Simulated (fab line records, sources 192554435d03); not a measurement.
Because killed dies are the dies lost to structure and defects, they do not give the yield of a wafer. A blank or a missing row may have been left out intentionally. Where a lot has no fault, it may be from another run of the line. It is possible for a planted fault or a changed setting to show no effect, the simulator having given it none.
fab line records :: flow n5_finfet :: part 2 of 2: steps 22 to 32 of 32
record:
  lots: 5
  wafers: 15
  last_day: 17
route steps=1938 shown PMOS_HMC_CHANNEL_EPI@65 FIN_SAQP@90
lots that met no fault: from a run of the same line without faults
start_h: start of the lot's first displayed wafer, in hours after the record's first day :: wait_h: hours since the lot's step before :: " same as the row above :: L1.1+2: a single row standing in for several wafers :: - either no value or no given start :: * or withheld: withheld :: < > ~ a bound
route shown NAME@n: names a module that has steps shown in the file, with the first one's number in the route :: usual: mean and standard deviation over wafers with no fault :: same: alike in all rows :: chamber/n: place in a boat :: sites: per-site readings :: _std_site: the standard deviation of these :: _edge_site: mean of outer sites minus mean of inner sites :: radius_mm: how far each site lies from the wafer's centre :: mask NAME#n: copy n :: behind: the most recent tool/chamber to have shaped the wafer :: hold: cause of the lot's hold/its duration in hours/its outcome :: device: the transistor (n, p or np) that didn't switch :: end of line: the same wafers' tests at the end of the route :: a step without rows: its recipe alone :: killed: count of dies lost to structure and defects at first sort (not the wafer's yield) :: map: shows each die of a wafer: x if killed, . if not, _ if none is there
set.NAME: the setting that was run; set.NAME@STEP: the one run at that earlier step :: model.NAME: the simulator's own value behind a step, which no gauge read
certain route steps with their lots: each step a table, each wafer a row
services: when a tool's chamber went out of use (start_h, in hours from the record's first day, below 0 if earlier), for how many hours, and the reason
== steps ==
step: N5_PMOS_HMC_CHANNEL_EPI_SRD_25
recipe:
  dry: ipa_marangoni
  do_ppb: 5
  time_s: 30
  temp_c: 23
  rinse_liquid: diw
lot.wafer: L079.2+3+5
tool: wet_bench-01
chamber: 6,5,1
start_h: 49.94
wait_h: 0.0

lot.wafer: L082.2+3+5
tool: wet_bench-04
chamber: 4,5,3
start_h: 77.03
wait_h: 0.0

lot.wafer: L085.1+3+5
tool: wet_bench-04
chamber: 4,5,3
start_h: 86.21
wait_h: 0.0

lot.wafer: L092.2+4+5
tool: wet_bench-01
chamber: 5,4,3
start_h: 128.58
wait_h: 0.0

lot.wafer: L095.1+2+4
tool: wet_bench-01
chamber: 7,2,6
start_h: 148.41
wait_h: 0.0
step: N5_PMOS_HMC_CHANNEL_EPI_EPI_26
recipe:
  material: Si
  target_thk_a: 38
  temp_c: 650
  precursor: SiH4/H2
  pressure_torr: 20
  time_s: 22.7
usual:
  throttle_valve_pct: 12.0/0.63
lot.wafer: L079.2
tool: epi_rpcvd-02
chamber: 0
start_h: 50.05
wait_h: 0.1
throttle_valve_pct: 12.3

lot.wafer: L079.3
tool: epi_rpcvd-02
chamber: 0
start_h: 50.05
wait_h: 0.1
throttle_valve_pct: 12.2

lot.wafer: L079.5
tool: epi_rpcvd-02
chamber: 0
start_h: 50.05
wait_h: 0.1
throttle_valve_pct: 12.7

lot.wafer: L082.2
tool: epi_rpcvd-02
chamber: 0
start_h: 77.13
wait_h: 0.1
throttle_valve_pct: 12.4

lot.wafer: L082.3
tool: epi_rpcvd-02
chamber: 0
start_h: 77.13
wait_h: 0.1
throttle_valve_pct: 12.3

lot.wafer: L082.5
tool: epi_rpcvd-02
chamber: 0
start_h: 77.13
wait_h: 0.1
throttle_valve_pct: 12.6

lot.wafer: L085.1
tool: epi_rpcvd-02
chamber: 0
start_h: 86.26
wait_h: 0.0
throttle_valve_pct: 12.5

lot.wafer: L085.3
tool: epi_rpcvd-02
chamber: 0
start_h: 86.26
wait_h: 0.0
throttle_valve_pct: 12.4

lot.wafer: L085.5
tool: epi_rpcvd-02
chamber: 0
start_h: 86.26
wait_h: 0.0
throttle_valve_pct: 12.3

lot.wafer: L092.2
tool: epi_rpcvd-01
chamber: 0
start_h: 128.68
wait_h: 0.1
throttle_valve_pct: 11.0

lot.wafer: L092.4
tool: epi_rpcvd-01
chamber: 0
start_h: 128.68
wait_h: 0.1
throttle_valve_pct: 11.2

lot.wafer: L092.5
tool: epi_rpcvd-01
chamber: 0
start_h: 128.68
wait_h: 0.1
throttle_valve_pct: 11.1

lot.wafer: L095.1
tool: epi_rpcvd-02
chamber: 0
start_h: 148.46
wait_h: 0.0
throttle_valve_pct: 12.5

lot.wafer: L095.2
tool: epi_rpcvd-02
chamber: 0
start_h: 148.46
wait_h: 0.0
throttle_valve_pct: 12.6

lot.wafer: L095.4
tool: epi_rpcvd-02
chamber: 0
start_h: 148.46
wait_h: 0.0
throttle_valve_pct: 12.5
step: N5_PMOS_HMC_CHANNEL_EPI_INSPECT_30
recipe:
  inspect_instrument: darkfield
  mode: post_epi
usual:
  raw_defect_count: 20/5.9
lot.wafer: L079.2
tool: defect_inspect-02
chamber: -
start_h: 50.46
wait_h: 0.0
raw_defect_count: 24

lot.wafer: L079.3
tool: defect_inspect-02
chamber: -
start_h: 50.46
wait_h: 0.0
raw_defect_count: 18

lot.wafer: L079.5
tool: defect_inspect-02
chamber: -
start_h: 50.46
wait_h: 0.0
raw_defect_count: 31

lot.wafer: L082.2
tool: defect_inspect-02
chamber: -
start_h: 77.45
wait_h: 0.0
raw_defect_count: 13

lot.wafer: L082.3
tool: defect_inspect-02
chamber: -
start_h: 77.45
wait_h: 0.0
raw_defect_count: 18

lot.wafer: L082.5
tool: defect_inspect-02
chamber: -
start_h: 77.45
wait_h: 0.0
raw_defect_count: 15

lot.wafer: L085.1
tool: defect_inspect-02
chamber: -
start_h: 86.63
wait_h: 0.0
raw_defect_count: 18

lot.wafer: L085.3
tool: defect_inspect-02
chamber: -
start_h: 86.63
wait_h: 0.0
raw_defect_count: 23

lot.wafer: L085.5
tool: defect_inspect-02
chamber: -
start_h: 86.63
wait_h: 0.0
raw_defect_count: 30

lot.wafer: L092.2
tool: defect_inspect-01
chamber: -
start_h: 129.00
wait_h: 0.0
raw_defect_count: 26

lot.wafer: L092.4
tool: defect_inspect-01
chamber: -
start_h: 129.00
wait_h: 0.0
raw_defect_count: 26

lot.wafer: L092.5
tool: defect_inspect-01
chamber: -
start_h: 129.00
wait_h: 0.0
raw_defect_count: 25

lot.wafer: L095.1
tool: defect_inspect-02
chamber: -
start_h: 148.93
wait_h: 0.0
raw_defect_count: 15

lot.wafer: L095.2
tool: defect_inspect-02
chamber: -
start_h: 148.93
wait_h: 0.0
raw_defect_count: 15

lot.wafer: L095.4
tool: defect_inspect-02
chamber: -
start_h: 148.93
wait_h: 0.0
raw_defect_count: 30
step: N5_FIN_SAQP_PRECLEAN_42
recipe:
  chemistry: O3/DIW
  time_s: 60
  temp_c: 22
  o3_ppm: 10
lot.wafer: L079.2+3+5
tool: wet_bench-05
chamber: 2,3,7
start_h: 50.48
wait_h: 0.0

lot.wafer: L082.2+3+5
tool: wet_bench-06
chamber: 6,2,5
start_h: 77.48
wait_h: 0.0

lot.wafer: L085.1+3+5
tool: wet_bench-05
chamber: 0,1,7
start_h: 86.65
wait_h: 0.0

lot.wafer: L092.2+4+5
tool: wet_bench-06
chamber: 1,7,5
start_h: 129.03
wait_h: 0.0

lot.wafer: L095.1+2+4
tool: wet_bench-05
chamber: 1,7,2
start_h: 148.96
wait_h: 0.0
step: N5_FIN_SAQP_PRECLEAN_00
recipe:
  chemistry: SC1
  time_s: 60
  temp_c: 55
  mix: 1:2:50
usual:
  h2o2_flow_mL_min: 56.59/0.18
lot.wafer: L079.2
tool: wet_bench-05
chamber: 2
start_h: 50.50
wait_h: 0.0
h2o2_flow_mL_min: 56.29

lot.wafer: L079.3
tool: wet_bench-05
chamber: 3
start_h: 50.50
wait_h: 0.0
h2o2_flow_mL_min: 56.58

lot.wafer: L079.5
tool: wet_bench-05
chamber: 7
start_h: 50.50
wait_h: 0.0
h2o2_flow_mL_min: 56.82

lot.wafer: L082.2
tool: wet_bench-06
chamber: 6
start_h: 77.50
wait_h: 0.0
h2o2_flow_mL_min: 56.58

lot.wafer: L082.3
tool: wet_bench-06
chamber: 2
start_h: 77.50
wait_h: 0.0
h2o2_flow_mL_min: 56.53

lot.wafer: L082.5
tool: wet_bench-06
chamber: 5
start_h: 77.50
wait_h: 0.0
h2o2_flow_mL_min: 56.88

lot.wafer: L085.1
tool: wet_bench-05
chamber: 0
start_h: 86.67
wait_h: 0.0
h2o2_flow_mL_min: 56.30

lot.wafer: L085.3
tool: wet_bench-05
chamber: 1
start_h: 86.67
wait_h: 0.0
h2o2_flow_mL_min: 56.53

lot.wafer: L085.5
tool: wet_bench-05
chamber: 7
start_h: 86.67
wait_h: 0.0
h2o2_flow_mL_min: 56.54

lot.wafer: L092.2
tool: wet_bench-06
chamber: 1
start_h: 129.05
wait_h: 0.0
h2o2_flow_mL_min: 56.70

lot.wafer: L092.4
tool: wet_bench-06
chamber: 7
start_h: 129.05
wait_h: 0.0
h2o2_flow_mL_min: 57.01

lot.wafer: L092.5
tool: wet_bench-06
chamber: 5
start_h: 129.05
wait_h: 0.0
h2o2_flow_mL_min: 56.86

lot.wafer: L095.1
tool: wet_bench-05
chamber: 1
start_h: 148.98
wait_h: 0.0
h2o2_flow_mL_min: 56.54

lot.wafer: L095.2
tool: wet_bench-05
chamber: 7
start_h: 148.98
wait_h: 0.0
h2o2_flow_mL_min: 56.62

lot.wafer: L095.4
tool: wet_bench-05
chamber: 2
start_h: 148.98
wait_h: 0.0
h2o2_flow_mL_min: 56.29
step: N5_FIN_SAQP_PRECLEAN_44
recipe:
  chemistry: SC2
  time_s: 45
  temp_c: 35
  mix: 1:1:50
lot.wafer: L079.2+3+5
tool: wet_bench-05
chamber: 2,3,7
start_h: 50.52
wait_h: 0.0

lot.wafer: L082.2+3+5
tool: wet_bench-06
chamber: 6,2,5
start_h: 77.52
wait_h: 0.0

lot.wafer: L085.1+3+5
tool: wet_bench-05
chamber: 0,1,7
start_h: 86.69
wait_h: 0.0

lot.wafer: L092.2+4+5
tool: wet_bench-06
chamber: 1,7,5
start_h: 129.07
wait_h: 0.0

lot.wafer: L095.1+2+4
tool: wet_bench-05
chamber: 1,7,2
start_h: 149.00
wait_h: 0.0
step: N5_FIN_SAQP_SRD_01
recipe:
  dry: ipa_marangoni
  time_s: 30
  temp_c: 23
  rinse_liquid: diw
lot.wafer: L079.2+3+5
tool: wet_bench-05
chamber: 2,3,7
start_h: 50.53
wait_h: 0.0

lot.wafer: L082.2+3+5
tool: wet_bench-06
chamber: 6,2,5
start_h: 77.53
wait_h: 0.0

lot.wafer: L085.1+3+5
tool: wet_bench-05
chamber: 0,1,7
start_h: 86.70
wait_h: 0.0

lot.wafer: L092.2+4+5
tool: wet_bench-06
chamber: 1,7,5
start_h: 129.08
wait_h: 0.0

lot.wafer: L095.1+2+4
tool: wet_bench-05
chamber: 1,7,2
start_h: 149.01
wait_h: 0.0
step: N5_FIN_SAQP_ALD_61
recipe:
  material: SiO2
  target_thk_a: 40
  temp_c: 300
  ald_precursor_family: BDEAS
  ald_co_reactant: O2-plasma
  pulse_time_s: 1
  purge_time_s: 2
  co_reactant_purge_time_s: 2
  ald_cycles: 43
  pressure_torr: 2
usual:
  heater_power_w: 439/38
  precursor_pulse_height_rel: 1.003/0.02
same:
  co_reactant_purge_time_s: 2
lot.wafer: L079.2
tool: ald_sin-02
chamber: 3
start_h: 50.58
wait_h: 0.0
heater_power_w: 445
precursor_pulse_height_rel: 0.971

lot.wafer: L079.3
tool: ald_sin-02
chamber: 0
start_h: 50.58
wait_h: 0.0
heater_power_w: 400
precursor_pulse_height_rel: 1.011

lot.wafer: L079.5
tool: ald_sin-02
chamber: 2
start_h: 50.58
wait_h: 0.0
heater_power_w: 413
precursor_pulse_height_rel: 0.982

lot.wafer: L082.2
tool: ald_sin-03
chamber: 0
start_h: 77.61
wait_h: 0.1
heater_power_w: 396
precursor_pulse_height_rel: 0.994

lot.wafer: L082.3
tool: ald_sin-03
chamber: 2
start_h: 77.61
wait_h: 0.1
heater_power_w: 416
precursor_pulse_height_rel: 1.015

lot.wafer: L082.5
tool: ald_sin-03
chamber: 2
start_h: 77.61
wait_h: 0.1
heater_power_w: 408
precursor_pulse_height_rel: 1.013

lot.wafer: L085.1
tool: ald_sin-03
chamber: 2
start_h: 86.76
wait_h: 0.0
heater_power_w: 406
precursor_pulse_height_rel: 0.984

lot.wafer: L085.3
tool: ald_sin-03
chamber: 0
start_h: 86.76
wait_h: 0.0
heater_power_w: 403
precursor_pulse_height_rel: 1.007

lot.wafer: L085.5
tool: ald_sin-03
chamber: 2
start_h: 86.76
wait_h: 0.0
heater_power_w: 413
precursor_pulse_height_rel: 1.027

lot.wafer: L092.2
tool: ald_sin-04
chamber: 2
start_h: 129.34
wait_h: 0.2
heater_power_w: 456
precursor_pulse_height_rel: 0.998

lot.wafer: L092.4
tool: ald_sin-04
chamber: 1
start_h: 129.34
wait_h: 0.2
heater_power_w: 523
precursor_pulse_height_rel: 0.995

lot.wafer: L092.5
tool: ald_sin-04
chamber: 1
start_h: 129.34
wait_h: 0.2
heater_power_w: 504
precursor_pulse_height_rel: 0.983

lot.wafer: L095.1
tool: ald_sin-02
chamber: 0
start_h: 149.60
wait_h: 0.6
heater_power_w: 404
precursor_pulse_height_rel: 1.005

lot.wafer: L095.2
tool: ald_sin-02
chamber: 1
start_h: 149.60
wait_h: 0.6
heater_power_w: 529
precursor_pulse_height_rel: 1.021

lot.wafer: L095.4
tool: ald_sin-02
chamber: 2
start_h: 149.60
wait_h: 0.6
heater_power_w: 410
precursor_pulse_height_rel: 1.021
step: N5_FIN_SAQP_DENSIFY_62
recipe:
  temp_c: 700
  time_s: 60
  ambient: N2
  idle_temp_c: 600
  ramp_up_c_per_s: 150
  ramp_down_c_per_s: 60
  cool_to_c: 600
usual:
  lamp_power_pct: 9.85/0.055
  wafer_temp_C_max: 703.3/0.64
lot.wafer: L079.2
tool: rtp_anneal-01
chamber: 0
start_h: 50.93
wait_h: 0.3
lamp_power_pct: 9.88
wafer_temp_C_max: 703.8

lot.wafer: L079.3
tool: rtp_anneal-01
chamber: 0
start_h: 50.93
wait_h: 0.3
lamp_power_pct: 9.88
wafer_temp_C_max: 702.9

lot.wafer: L079.5
tool: rtp_anneal-01
chamber: 0
start_h: 50.93
wait_h: 0.3
lamp_power_pct: 9.90
wafer_temp_C_max: 703.4

lot.wafer: L082.2
tool: rtp_anneal-01
chamber: 0
start_h: 77.91
wait_h: 0.2
lamp_power_pct: 9.74
wafer_temp_C_max: 704.2

lot.wafer: L082.3
tool: rtp_anneal-01
chamber: 0
start_h: 77.91
wait_h: 0.2
lamp_power_pct: 9.87
wafer_temp_C_max: 702.3

lot.wafer: L082.5
tool: rtp_anneal-01
chamber: 0
start_h: 77.91
wait_h: 0.2
lamp_power_pct: 9.83
wafer_temp_C_max: 702.5

lot.wafer: L085.1
tool: rtp_anneal-01
chamber: 0
start_h: 86.97
wait_h: 0.1
lamp_power_pct: 9.93
wafer_temp_C_max: 703.1

lot.wafer: L085.3
tool: rtp_anneal-01
chamber: 0
start_h: 86.97
wait_h: 0.1
lamp_power_pct: 9.86
wafer_temp_C_max: 703.8

lot.wafer: L085.5
tool: rtp_anneal-01
chamber: 0
start_h: 86.97
wait_h: 0.1
lamp_power_pct: 9.99
wafer_temp_C_max: 703.6

lot.wafer: L092.2
tool: rtp_anneal-01
chamber: 0
start_h: 129.57
wait_h: 0.1
lamp_power_pct: 9.83
wafer_temp_C_max: 703.4

lot.wafer: L092.4
tool: rtp_anneal-01
chamber: 0
start_h: 129.57
wait_h: 0.1
lamp_power_pct: 10.01
wafer_temp_C_max: 703.6

lot.wafer: L092.5
tool: rtp_anneal-01
chamber: 0
start_h: 129.57
wait_h: 0.1
lamp_power_pct: 9.76
wafer_temp_C_max: 702.8

lot.wafer: L095.1
tool: rtp_anneal-01
chamber: 0
start_h: 149.90
wait_h: 0.2
lamp_power_pct: 9.88
wafer_temp_C_max: 703.2

lot.wafer: L095.2
tool: rtp_anneal-01
chamber: 0
start_h: 149.90
wait_h: 0.2
lamp_power_pct: 9.82
wafer_temp_C_max: 703.9

lot.wafer: L095.4
tool: rtp_anneal-01
chamber: 0
start_h: 149.90
wait_h: 0.2
lamp_power_pct: 9.88
wafer_temp_C_max: 702.7
step: N5_FIN_SAQP_HM_DEP_03
recipe:
  material: SiNx
  target_thk_a: 380
  temp_c: 400
  precursor: SiH4/NH3/N2
  pressure_torr: 1.5
  rf_w: 300
  time_s: 33.6
usual:
  heater_power_w: 760/75
  showerhead_plenum_p_Torr: 5.15/0.08
  throttle_valve_pct: 39.1/1.6
lot.wafer: L079.2
tool: pecvd-03
chamber: 0
start_h: 51.11
wait_h: 0.2
heater_power_w: 707
showerhead_plenum_p_Torr: 5.24
throttle_valve_pct: 39.3

lot.wafer: L079.3
tool: pecvd-03
chamber: 2
start_h: 51.11
wait_h: 0.2
heater_power_w: 688
showerhead_plenum_p_Torr: 5.11
throttle_valve_pct: 37.6

lot.wafer: L079.5
tool: pecvd-03
chamber: 0
start_h: 51.11
wait_h: 0.2
heater_power_w: 714
showerhead_plenum_p_Torr: 5.24
throttle_valve_pct: 38.8

lot.wafer: L082.2
tool: pecvd-04
chamber: 2
start_h: 78.09
wait_h: 0.2
heater_power_w: 827
showerhead_plenum_p_Torr: 5.22
throttle_valve_pct: 38.8

lot.wafer: L082.3
tool: pecvd-04
chamber: 1
start_h: 78.09
wait_h: 0.2
heater_power_w: 770
showerhead_plenum_p_Torr: 5.11
throttle_valve_pct: 39.3

lot.wafer: L082.5
tool: pecvd-04
chamber: 2
start_h: 78.09
wait_h: 0.2
heater_power_w: 814
showerhead_plenum_p_Torr: 5.22
throttle_valve_pct: 38.5

lot.wafer: L085.1
tool: pecvd-04
chamber: 1
start_h: 87.18
wait_h: 0.2
heater_power_w: 665
showerhead_plenum_p_Torr: 5.12
throttle_valve_pct: 39.3

lot.wafer: L085.3
tool: pecvd-04
chamber: 0
start_h: 87.18
wait_h: 0.2
heater_power_w: 706
showerhead_plenum_p_Torr: 5.18
throttle_valve_pct: 38.4

lot.wafer: L085.5
tool: pecvd-04
chamber: 1
start_h: 87.18
wait_h: 0.2
heater_power_w: 651
showerhead_plenum_p_Torr: 5.10
throttle_valve_pct: 39.3

lot.wafer: L092.2
tool: pecvd-02
chamber: 2
start_h: 129.75
wait_h: 0.2
heater_power_w: 830
showerhead_plenum_p_Torr: 5.18
throttle_valve_pct: 36.9

lot.wafer: L092.4
tool: pecvd-02
chamber: 0
start_h: 129.75
wait_h: 0.2
heater_power_w: 723
showerhead_plenum_p_Torr: 5.25
throttle_valve_pct: 38.8

lot.wafer: L092.5
tool: pecvd-02
chamber: 1
start_h: 129.75
wait_h: 0.2
heater_power_w: 740
showerhead_plenum_p_Torr: 4.99
throttle_valve_pct: 43.2

lot.wafer: L095.1
tool: pecvd-04
chamber: 1
start_h: 150.13
wait_h: 0.2
heater_power_w: 789
showerhead_plenum_p_Torr: 5.11
throttle_valve_pct: 39.6

lot.wafer: L095.2
tool: pecvd-04
chamber: 2
start_h: 150.13
wait_h: 0.2
heater_power_w: 766
showerhead_plenum_p_Torr: 5.23
throttle_valve_pct: 38.8

lot.wafer: L095.4
tool: pecvd-04
chamber: 1
start_h: 150.13
wait_h: 0.2
heater_power_w: 644
showerhead_plenum_p_Torr: 5.12
throttle_valve_pct: 39.3
step: N5_FIN_SAQP_THK_MEAS_05
usual:
  thk_nm: 38.1/0.53
lot.wafer: L079.2
tool: film_metro-01
chamber: -
start_h: 51.20
wait_h: 0.1
thk_nm: 37.7

lot.wafer: L079.3
tool: film_metro-01
chamber: -
start_h: 51.20
wait_h: 0.1
thk_nm: 38.5

lot.wafer: L079.5
tool: film_metro-01
chamber: -
start_h: 51.20
wait_h: 0.1
thk_nm: 38.4

lot.wafer: L082.2
tool: film_metro-01
chamber: -
start_h: 78.18
wait_h: 0.1
thk_nm: 37.3

lot.wafer: L082.3
tool: film_metro-01
chamber: -
start_h: 78.18
wait_h: 0.1
thk_nm: 37.9

lot.wafer: L082.5
tool: film_metro-01
chamber: -
start_h: 78.18
wait_h: 0.1
thk_nm: 38.5

lot.wafer: L085.1
tool: film_metro-01
chamber: -
start_h: 87.27
wait_h: 0.1
thk_nm: 37.6

lot.wafer: L085.3
tool: film_metro-01
chamber: -
start_h: 87.27
wait_h: 0.1
thk_nm: 37.6

lot.wafer: L085.5
tool: film_metro-01
chamber: -
start_h: 87.27
wait_h: 0.1
thk_nm: 38.2

lot.wafer: L092.2
tool: film_metro-02
chamber: -
start_h: 129.84
wait_h: 0.1
thk_nm: 38.8

lot.wafer: L092.4
tool: film_metro-02
chamber: -
start_h: 129.84
wait_h: 0.1
thk_nm: 38.9

lot.wafer: L092.5
tool: film_metro-02
chamber: -
start_h: 129.84
wait_h: 0.1
thk_nm: 38.7

lot.wafer: L095.1
tool: film_metro-01
chamber: -
start_h: 150.23
wait_h: 0.1
thk_nm: 37.1

lot.wafer: L095.2
tool: film_metro-01
chamber: -
start_h: 150.23
wait_h: 0.1
thk_nm: 37.3

lot.wafer: L095.4
tool: film_metro-01
chamber: -
start_h: 150.23
wait_h: 0.1
thk_nm: 38.0
== services ==
tool: pecvd-04
chamber: -
start_h: 24.57
hours: 0.6
kind: repair

tool: ald_sin-04
chamber: 0
start_h: 25.06
hours: 3.9
kind: repair

tool: pecvd-03
chamber: 1
start_h: 26.19
hours: 17.9
kind: repair

tool: pecvd-03
chamber: -
start_h: 29.59
hours: 5.5
kind: pm

tool: ald_sin-02
chamber: 3
start_h: 30.90
hours: 6.3
kind: repair

tool: ald_sin-04
chamber: -
start_h: 32.58
hours: 0.8
kind: repair

tool: ald_sin-04
chamber: 1
start_h: 40.61
hours: 5.4
kind: repair

tool: ald_sin-02
chamber: 0
start_h: 52.88
hours: 3.4
kind: repair

tool: ald_sin-02
chamber: 0
start_h: 56.37
hours: 8.4
kind: repair

tool: cmp-02
chamber: -
start_h: 56.81
hours: 2.3
kind: repair

tool: rie_si-02
chamber: -
start_h: 61.00
hours: 14.6
kind: pm

tool: cmp-02
chamber: -
start_h: 64.61
hours: 0.4
kind: repair

tool: ald_sin-02
chamber: 1
start_h: 65.92
hours: 3.8
kind: repair

tool: cmp-02
chamber: -
start_h: 71.90
hours: 2.5
kind: repair

tool: rie_diel-04
chamber: 3
start_h: 72.64
hours: 7.9
kind: repair

tool: pecvd-04
chamber: -
start_h: 81.78
hours: 0.9
kind: repair

tool: cmp-02
chamber: -
start_h: 81.97
hours: 4.0
kind: pm

tool: rie_diel-03
chamber: -
start_h: 96.86
hours: 14.6
kind: pm

tool: cmp-02
chamber: -
start_h: 102.81
hours: 0.7
kind: repair

tool: rie_si-02
chamber: 1
start_h: 111.45
hours: 8.4
kind: repair

tool: rie_si-02
chamber: -
start_h: 124.75
hours: 2.8
kind: pm

tool: rie_diel-03
chamber: 1
start_h: 132.78
hours: 6.3
kind: repair

tool: wet_bench-06
chamber: -
start_h: 136.32
hours: 6.8
kind: repair

tool: rie_si-05
chamber: -
start_h: 143.76
hours: 2.8
kind: pm
